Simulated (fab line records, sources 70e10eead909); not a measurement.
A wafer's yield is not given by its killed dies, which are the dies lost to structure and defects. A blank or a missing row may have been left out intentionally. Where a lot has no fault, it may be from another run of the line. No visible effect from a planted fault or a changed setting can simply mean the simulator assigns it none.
A lot that was struck, set against a sound lot ; flow nand-harc ; 14 out of 1302 route steps
Sound: the wafers L989.1, L989.2, L989.4. Struck: wafer L101.3. (L101.1, L101.6 of the same lot were not struck and are left out.) The cause comes at the end.
For every step that has rows: the tool of each side, followed by ch and its chambers, followed by its first start. Under that, the readings that differ: sound wafers ; struck wafers ; difference of the means ; sigmas: that difference in standard deviations of wafers without a fault.
alike: same words and numbers on both sides, and readings whose means sit less than 2 such deviations apart. not compared: any withheld reading, any reading some wafer has no value for, any bound like >300 that may hide the same value, and any number with overlapping values for which the record gives no deviation.
A row with sigmas, a row that says differs or no value, or rows on one side alone: a step with any of these is where the two part. Non-overlapping numbers with no deviation appear without sigmas and do not part them. A reading that every wafer of one side lacks parts them only if that side has two wafers or more.

first, 1 step without rows for these wafers: NHARC_A_STAIRCASE_HARDBAKE_185 (time 140 s).
NHARC_A_STAIRCASE_DESCUM_186: chemistry O2, time 3 s.
  sound on rie-diel-05 ch 0,1,2, day 18 08:24; struck on rie-diel-05 ch 0, day 23 01:11
reading;sound;struck;difference;sigmas
rf-hours-counter-h (h);0 0 0;32;+32;
  alike: drypump-motor-current-A, oes-product-au, rf-vpp-V, showerhead-plenum-p-Torr, throttle-valve-pct
NHARC_A_STAIRCASE_TRIM_187: chemistry O2, time 211.2 s.
  sound on rie-diel-05 ch 1,2,3, day 18 08:29; struck on rie-diel-05 ch 1, day 23 01:16
reading;sound;struck;difference;sigmas
rf-hours-counter-h (h);0 0 0;41;+41;
  alike: drypump-motor-current-A, oes-product-au, rf-vpp-V, showerhead-plenum-p-Torr, throttle-valve-pct
then, 1 step without rows for these wafers: NHARC_A_STAIRCASE_ETCH_188 (etches the open film in C4F8/O2, target depth 100 nm, time 40.5 s).
NHARC_A_STAIRCASE_TRIM_189: chemistry O2, time 211.2 s.
  sound on rie-diel-05 ch 0,1,3; struck on rie-diel-05 ch 0
reading;sound;struck;difference;sigmas
rf-hours-counter-h (h);0 0 0;32;+32;
  alike: drypump-motor-current-A, oes-product-au, rf-vpp-V, showerhead-plenum-p-Torr, throttle-valve-pct
NHARC_A_STAIRCASE_ETCH_190: etches the open film in C4F8/O2, target depth 100 nm, time 40.5 s.
  sound on rie-diel-05 ch 0,1,3; struck on rie-diel-05 ch 3
reading;sound;struck;difference;sigmas
rf-hours-counter-h (h);0 0 0;42;+42;
  alike: oes-product-au, rf-vpp-V
then, 2 steps without rows for these wafers: NHARC_A_STAIRCASE_TRIM_191 (chemistry O2, time 211.2 s); NHARC_A_STAIRCASE_ETCH_192 (etches the open film in C4F8/O2, target depth 100 nm, time 40.5 s).
NHARC_A_STAIRCASE_TRIM_193: chemistry O2, time 211.2 s.
  sound on rie-diel-05 ch 0,2,3; struck on rie-diel-05 ch 3
reading;sound;struck;difference;sigmas
rf-hours-counter-h (h);0 0 0;42;+42;
  alike: drypump-motor-current-A, oes-product-au, rf-vpp-V, showerhead-plenum-p-Torr, throttle-valve-pct
then, 2 steps without rows for these wafers: NHARC_A_STAIRCASE_ETCH_194 (etches the open film in C4F8/O2, target depth 100 nm, time 40.5 s); NHARC_A_STAIRCASE_TRIM_196 (chemistry O2, time 211.2 s).
NHARC_A_STAIRCASE_ETCH_197: etches the open film in C4F8/O2, target depth 100 nm, time 40.5 s.
  sound on rie-diel-08 ch 0,2,3, day 18 09:43; struck on rie-diel-05 ch 0, day 23 02:30
reading;sound;struck;difference;sigmas
oes-product-au (a.u.);0.953 0.941 0.978;1.185;+0.228;+16
rf-hours-counter-h (h);14 10 11;32;+20;
  alike: rf-vpp-V
then, 1 step without rows for these wafers: NHARC_A_STAIRCASE_TRIM_198 (chemistry O2, time 211.2 s).
-- the record jumps here: 9 days lie between the struck wafers' starts before and after (it left off in module A_STAIRCASE and takes up again in module END, whose first step shown is number 1302 of the route) --
NHARC_END_SORT_01:
  at this point the record logs the struck wafers (prober-01 ch 0, day 31 16:58) and has no rows for the sound ones

## WHERE THEY PART
Earliest at NHARC_A_STAIRCASE_ETCH_197; latest, in this record, at NHARC_END_SORT_01.

WHY: what the simulator had put in
rie-diel-05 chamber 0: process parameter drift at NHARC_A_STAIRCASE_ETCH_197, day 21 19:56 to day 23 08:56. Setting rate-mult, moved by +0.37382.
